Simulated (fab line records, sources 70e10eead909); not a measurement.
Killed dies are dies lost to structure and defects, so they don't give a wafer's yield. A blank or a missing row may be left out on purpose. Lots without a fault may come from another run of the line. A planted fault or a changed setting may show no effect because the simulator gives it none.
Problem report in the 8D (eight disciplines) form, filled by code | flow nand_harc | the parts of the form that need people (team, actions taken, sign-off) are left out

1. THE PROBLEM
run_length_s at NHARC_A_CONTACT_ETCH_31 reads a mean of 422.6 s on 4 wafers of 3 lots; wafers without a fault read 541.4 s with a standard deviation of 0.37. That is -99 or more standard deviations from the usual mean.
The step: etches the open film in O2/COS, target depth 2000 nm, time 520 s.
First seen on wafer L997.6, day 19 00:20, on rie_diel-12. The record holds 43 wafers of 15 lots with a number at this step. Rule for "out", or "out of limits": more than 4 standard deviations from the usual mean. The other wafers with a number count as sound.

2. WHAT IT IS AND WHAT IT IS NOT
question                    | is                             | is not
which readings at this step | run_length_s                   | drypump_motor_current_A, mfc_ar_sccm, oes_product_au, rf_vpp_V, showerhead_plenum_p_Torr, throttle_valve_pct
which lots                  | L101, L997, L998               | L105, L107, L108, L109, L110, L111, L112, L989, L991, L992, L995, L999
which wafers of those lots  | L101.5, L101.6, L997.6, L998.6 | L997.3, L998.1, L998.2
read on which tools         | rie_diel-12                    | rie_diel-02, rie_diel-04
when                        | from day 19 00:20              | up to then (13 sound wafers); but 26 sound wafers of L105, L107, L108, L109, L110, L111, L112, L998, L999 came after

3. SUSPECTS, AND WHAT RULES EACH OUT
Counting: a tool at a process step up to the reading stays a suspect if it ran every lot that is out. Sound lots after the first of them don't rule it out here, since some wafers of a struck lot are sound.
- rie_diel-12 at NHARC_A_CONTACT_DESCUM_13 (chemistry O2, time 3 s): kept. It ran every lot that is out, first L997 (day 18 23:24); its last sound lot up to then is L995 (day 18 14:49).
- rie_diel-12 at NHARC_A_CONTACT_ETCH_88 (etches the open film in CF4, target depth 39 nm, time 65 s): kept. It ran every lot that is out, first L997 (day 18 23:29); its last sound lot up to then is L995 (day 18 14:54).
- rie_diel-12 at NHARC_A_CONTACT_ETCH_31 (etches the open film in O2/COS, target depth 2000 nm, time 520 s): kept. It ran every lot that is out, first L997 (day 19 00:20); its last sound lot up to then is L995 (day 18 15:26). Its own readings are out on those wafers: run_length_s.
Left after counting: rie_diel-12 at NHARC_A_CONTACT_DESCUM_13, rie_diel-12 at NHARC_A_CONTACT_ETCH_88, rie_diel-12 at NHARC_A_CONTACT_ETCH_31.

4. THE CAUSE (what the simulator had put in)
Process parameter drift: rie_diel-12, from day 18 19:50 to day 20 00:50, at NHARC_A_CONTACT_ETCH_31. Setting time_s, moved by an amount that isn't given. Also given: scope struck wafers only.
Counting left 3 suspects, and this tool is among them.

5. THE CHAIN OF EFFECTS, in route order
Each row: a reading whose mean over the struck wafers that have a number lies more than 3 standard deviations from the usual. Only readings for which the record gives a usual standard deviation are gone through. hours: the time from each lot's start at the first step in this table that gives one to its start at this step, as a median over the lots. sigmas: the change in usual standard deviations.
hours | step                    | reading      | usual   | on struck wafers | change | sigmas
0     | NHARC_A_CONTACT_ETCH_31 | run_length_s | 541.4 s | 422.6            | -118.8 | -99 or more
The process steps in it:
- NHARC_A_CONTACT_ETCH_31: etches the open film in O2/COS, target depth 2000 nm, time 520 s.

6. WHAT WOULD HAVE CAUGHT IT SOONER
In this record the first reading out of limits was taken at day 19 00:20, 4 hours after the fault began at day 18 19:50.
